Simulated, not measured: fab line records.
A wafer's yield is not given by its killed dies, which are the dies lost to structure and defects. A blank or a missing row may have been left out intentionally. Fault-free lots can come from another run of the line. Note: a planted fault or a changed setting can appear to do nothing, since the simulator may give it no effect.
Split-lot trial | flow n5 finfet | route with 1938 steps; 7 lots, 21 wafers read

## THE SPLIT ITSELF
At N5_DUMMY_GATE_COAT_34 (time 60 s, resist thk 60 nm), the setting spin rpm was moved away from the recipe's 1500 rpm on 6 of the 21 wafers read, by -5.4% to +9.7%. For the rest of the wafers, this setting stayed at what the recipe calls for.

Reading taken at the split's own step.

## THE READING
SOC_of_DUMMY_GATE_COAT_34.thk nm (the simulator's own value, which no gauge read), in nm, at N5_DUMMY_GATE_COAT_34 (time 60 s, resist thk 60 nm). No usual value for it is given in the file. Average 60.1 nm, standard deviation 0.17 nm, over the 15 wafers here run with the recipe.

wafer  | tool, chamber at the split | spin rpm as run, rpm | against the recipe | SOC_of_DUMMY_GATE_COAT_34.thk nm, nm | against lot-mates on the recipe
L079.3 | litho track-04, 0          | 1500                 | recipe             | 60.4                                 | -
L079.4 | litho track-04, 0          | 1500                 | recipe             | 60.4                                 | -
L079.6 | litho track-04, 0          | 1646                 | +9.7%              | 57.4                                 | -3.0
L085.1 | litho track-05, 0          | 1500                 | recipe             | 60.2                                 | -
L085.4 | litho track-05, 0          | 1500                 | recipe             | 60.2                                 | -
L085.5 | litho track-05, 0          | 1500                 | recipe             | 60.2                                 | -
L087.2 | litho track-05, 0          | 1500                 | recipe             | 60                                   | -
L087.3 | litho track-05, 0          | 1500                 | recipe             | 60.2                                 | -
L087.5 | litho track-05, 0          | 1500                 | recipe             | 60.2                                 | -
L089.3 | litho track-03, 0          | 1500                 | recipe             | 60                                   | -
L089.5 | litho track-03, 0          | 1500                 | recipe             | 59.8                                 | -
L089.6 | litho track-03, 0          | 1500                 | recipe             | 59.8                                 | -
L090.2 | litho track-05, 0          | 1500                 | recipe             | 60.2                                 | -
L090.5 | litho track-05, 0          | 1419                 | -5.4%              | 61.8                                 | +1.6
L090.6 | litho track-05, 0          | 1419                 | -5.4%              | 61.8                                 | +1.6
L094.1 | litho track-04, 0          | 1500                 | recipe             | 60.2                                 | -
L094.4 | litho track-04, 0          | 1500                 | recipe             | 60.2                                 | -
L094.6 | litho track-04, 0          | 1425                 | -5.0%              | 61.8                                 | +1.6
L097.2 | litho track-04, 0          | 1500                 | recipe             | 60                                   | -
L097.3 | litho track-04, 0          | 1599                 | +6.6%              | 58                                   | -2.0
L097.6 | litho track-04, 0          | 1599                 | +6.6%              | 58                                   | -2.0

THE FIT
A straight line over all 21 wafers: SOC_of_DUMMY_GATE_COAT_34.thk nm changes by -0.306 nm for each +1% of spin rpm; r = -0.99; the points scatter about the line by 0.17 nm.
The same after taking each lot's own level away (the mean of its wafers on the recipe; 21 wafers): -0.305 nm for each +1%; r = -1.00; scatter 0.058 nm.
Per that fit: largest spin rpm move, reading shift of 3 nm.
The lots' own levels span 59.87 to 60.40 nm, that is 3.1 times the standard deviation above.
Hence the lot-to-lot level has little effect on the slope; both slopes agree.
Check: for one of the wafers moved furthest among these (+9.7%), held out of the fit, the line's prediction against its lot-mates is -2.95 nm. It came out at -3 nm against them.

## OTHER SPLITS APPLIED TO THESE WAFERS
Before the reading, these wafers also passed through other splits. Each is held against what the fit with the lots' levels taken away leaves over:
other split on the same wafers            | wafers away from the commonest value | r with SOC_of_DUMMY_GATE_COAT_34.thk nm (lot level and that fit taken away)
N5_WELL_APT_EXPOSE_22 dose mj             | 7                                    | +0.13
N5_WELL_APT_DEVELOP_24 develop time s     | 7                                    | -0.21
N5_PMOS_HMC_CHANNEL_EPI_EXPOSE_06 dose mj | 7                                    | +0.00
N5_PMOS_HMC_CHANNEL_EPI_PEB_07 peb temp c | 6                                    | -0.29
N5_FIN_SAQP_PEB_14 peb time s             | 5                                    | +0.00
N5_FIN_SAQP_DESCUM_21 time s              | 6                                    | -0.13

## THE FILE'S OWN FIT
SOC_of_DUMMY_GATE_COAT_34.thk nm changes by -0.307 nm for each +1% of spin rpm, r = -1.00.
